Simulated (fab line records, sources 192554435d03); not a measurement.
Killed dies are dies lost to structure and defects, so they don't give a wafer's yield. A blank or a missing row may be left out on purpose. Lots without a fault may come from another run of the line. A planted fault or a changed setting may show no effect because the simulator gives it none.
Problem report in the 8D (eight disciplines) form, filled by code | flow n5_finfet | the parts of the form that need people (team, actions taken, sign-off) are left out

1. THE PROBLEM
time_to_endpoint_s at N5_BEOL_M6_CMP_52 reads a mean of 2.6 s on 6 wafers of 2 lots; wafers without a fault read 61.8 s with a standard deviation of 2.8. That is -21 standard deviations from the usual mean.
The step: polishes, stops on SiCOH lowk, t overpolish 6.9 s, target thk 80 nm.
First seen on wafer L163.3, day 10 13:08, on cmp-04. The record holds 30 wafers of 10 lots with a number at this step. Rule for "out", or "out of limits": more than 4 standard deviations from the usual mean. The other wafers with a number count as sound.

2. WHAT IT IS AND WHAT IT IS NOT
question                    | is                     | is not
which readings at this step | time_to_endpoint_s     | motor_current_A
which lots                  | L163, L164             | L157, L161, L170, L171, L173, L175, L177, L178
which wafers of those lots  | all that have a number | -
read on which tools         | cmp-04                 | cmp-02, cmp-03
when                        | from day 10 13:08      | up to then (6 sound wafers); but 18 sound wafers of L170, L171, L173, L175, L177, L178 came after

3. SUSPECTS, AND WHAT RULES EACH OUT
Counting: a tool at a process step up to the reading stays a suspect if it ran every lot that is out and no sound lot after the first of them.
- ecd_cu-01 at N5_BEOL_M6_ECD_50 (material Cu, target thk 300 nm): ruled out as a lasting fault. Sound lots L170, L171, L173, L178 ran on it after its first lot that is out, L163 (day 10 12:40).
- cmp-04 at N5_BEOL_M6_CMP_52 (polishes, stops on SiCOH lowk, t overpolish 6.9 s, target thk 80 nm): ruled out as a lasting fault. Sound lots L175 ran on it after its first lot that is out, L163 (day 10 13:08).
Left after counting: nothing in the record.

4. THE CAUSE (what the simulator had put in)
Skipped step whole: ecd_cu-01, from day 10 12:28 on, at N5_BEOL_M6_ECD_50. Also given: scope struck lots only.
Counting ruled it out, wrongly: the rule takes a fault to strike every lot that its tool runs from its start on, and this one did not.

5. THE CHAIN OF EFFECTS, in route order
Each row: a reading whose mean over the struck wafers that have a number lies more than 3 standard deviations from the usual. Only readings for which the record gives a usual standard deviation are gone through. hours: the time from each lot's start at the first step in this table that gives one to its start at this step, as a median over the lots. sigmas: the change in usual standard deviations.
hours | step                    | reading              | usual  | on struck wafers | change | sigmas
0     | N5_BEOL_M6_CMP_52       | time_to_endpoint_s   | 61.8 s | 2.6              | -59.2  | -21
78    | N5_PASSIVATION_PROBE_49 | defect_limited_yield | 91.4 % | 0.0              | -91.4  | -57
78    | N5_PASSIVATION_PROBE_49 | killed_at_M4_up      | 12     | 1073             | +1061  | +99 or more
78    | N5_PASSIVATION_PROBE_49 | killed_dies          | 101    | 1180             | +1079  | +57
78    | N5_PASSIVATION_PROBE_49 | killed_on_rim        | 13     | 152              | +139   | +34
78    | N5_PASSIVATION_PROBE_49 | sort_bin_5_function  | 5.0 %  | 95.8             | +90.8  | +91
78    | N5_PASSIVATION_PROBE_49 | sort_n_pass          | 1079   | 0                | -1079  | -57
78    | N5_PASSIVATION_PROBE_49 | sort_yield_pct       | 91.4 % | 0.0              | -91.4  | -57
The process steps in it:
- N5_BEOL_M6_CMP_52: polishes, stops on SiCOH lowk, t overpolish 6.9 s, target thk 80 nm.
- N5_PASSIVATION_PROBE_49

6. WHAT WOULD HAVE CAUGHT IT SOONER
In this record the first reading out of limits was taken at day 10 13:08, 1 hour after the fault began at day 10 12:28.
